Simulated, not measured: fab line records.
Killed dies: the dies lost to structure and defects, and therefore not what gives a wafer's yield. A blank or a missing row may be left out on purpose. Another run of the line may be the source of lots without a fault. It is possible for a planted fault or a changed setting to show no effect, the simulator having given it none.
Lot-split experiment + flow n5-finfet + on a route of 1938 steps: 7 lots, 21 wafers read

ABOUT THE SPLIT
At N5_MOL_CONTACT_COAG_CVD_140 (deposits W, target thk 66.5 nm, time 215 s), the setting target-thk-a was moved away from the recipe's 665 angstrom on 7 of the 21 wafers read, by -9.7% to +8.1%. This setting was run at the recipe's value on the other wafers.

Reading taken at the split's own step.

THE READING
W_of_MOL_CONTACT_COAG_CVD_140.thk-nm (the simulator's own value, which no gauge read), in nm, at N5_MOL_CONTACT_COAG_CVD_140 (deposits W, target thk 66.5 nm, time 215 s). No usual value for it is given in the file. Here, 14 wafers ran the recipe; their average is 66.3 nm with a standard deviation of 0.71 nm.

| wafer  | tool, chamber at the split | target-thk-a as run, angstrom | against the recipe | W_of_MOL_CONTACT_COAG_CVD_140.thk-nm, nm | against lot-mates on the recipe |
|--------|----------------------------|-------------------------------|--------------------|------------------------------------------|---------------------------------|
| L076.1 | cvd-w-02, 0                | 665                           | recipe             | 66.4                                     | -                               |
| L076.3 | cvd-w-02, 0                | 665                           | recipe             | 67                                       | -                               |
| L076.6 | cvd-w-02, 1                | 665                           | recipe             | 66.6                                     | -                               |
| L082.2 | cvd-w-01, 0                | 600.8                         | -9.7%              | 60.2                                     | no lot-mate on the recipe       |
| L082.4 | cvd-w-01, 0                | 600.8                         | -9.7%              | 59.2                                     | no lot-mate on the recipe       |
| L082.5 | cvd-w-01, 1                | 600.8                         | -9.7%              | 60.8                                     | no lot-mate on the recipe       |
| L088.1 | cvd-w-01, 1                | 665                           | recipe             | 65                                       | -                               |
| L088.3 | cvd-w-01, 1                | 665                           | recipe             | 65.8                                     | -                               |
| L088.4 | cvd-w-01, 0                | 665                           | recipe             | 66                                       | -                               |
| L090.1 | cvd-w-01, 0                | 624.4                         | -6.1%              | 62                                       | -4.4                            |
| L090.2 | cvd-w-01, 1                | 665                           | recipe             | 66.4                                     | -                               |
| L090.3 | cvd-w-01, 0                | 624.4                         | -6.1%              | 61.8                                     | -4.6                            |
| L091.3 | cvd-w-01, 0                | 635.1                         | -4.5%              | 63                                       | -3.1                            |
| L091.4 | cvd-w-01, 1                | 665                           | recipe             | 65.8                                     | -                               |
| L091.6 | cvd-w-01, 1                | 665                           | recipe             | 66.4                                     | -                               |
| L092.1 | cvd-w-01, 1                | 665                           | recipe             | 66.2                                     | -                               |
| L092.3 | cvd-w-01, 1                | 718.6                         | +8.1%              | 71                                       | +5.3                            |
| L092.4 | cvd-w-01, 0                | 665                           | recipe             | 65.2                                     | -                               |
| L096.2 | cvd-w-02, 0                | 665                           | recipe             | 67.4                                     | -                               |
| L096.3 | cvd-w-02, 0                | 665                           | recipe             | 67.4                                     | -                               |
| L096.5 | cvd-w-02, 1                | 665                           | recipe             | 67                                       | -                               |

THE FIT
A straight line over all 21 wafers: W_of_MOL_CONTACT_COAG_CVD_140.thk-nm changes by +0.648 nm for each +1% of target-thk-a; r = +0.97; the points scatter about the line by 0.69 nm.
The same after taking each lot's own level away (the mean of its wafers on the recipe; 18 wafers): +0.696 nm for each +1%; r = +0.99; scatter 0.33 nm.
That fit puts the effect of the largest move of target-thk-a on the reading at 6.7 nm.
Across the lots, their own levels run from 65.60 to 67.27 nm, a range of 2.4 times the standard deviation given above.
The two slopes agree, so the slope changes little with the lot-to-lot level.
Check: for one of the wafers moved furthest among these (+8.1%), held out of the fit, the line's prediction against its lot-mates is +5.87 nm. It came out at +5.3 nm against them.

OTHER SPLITS ON THESE WAFERS
Before the reading, these wafers also passed through other splits. Each is held against what the fit with the lots' levels taken away leaves over:
| other split on the same wafers       | wafers away from the commonest value | r with W_of_MOL_CONTACT_COAG_CVD_140.thk-nm (lot level and that fit taken away) |
|--------------------------------------|--------------------------------------|---------------------------------------------------------------------------------|
| N5_SDB_EXPOSE_08 dose-mj             | 10                                   | +0.16                                                                           |
| N5_HKMG_FIN_ETCH_54 source-w         | 7                                    | -0.13                                                                           |
| N5_MOL_CONTACT_COAG_PECVD_31 temp-c  | 8                                    | +0.17                                                                           |
| N5_MOL_CONTACT_COAG_COAT_76 spin-rpm | 4                                    | +0.41                                                                           |

THE FILE'S OWN FIT
W_of_MOL_CONTACT_COAG_CVD_140.thk-nm changes by +0.687 nm for each +1% of target-thk-a, r = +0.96.
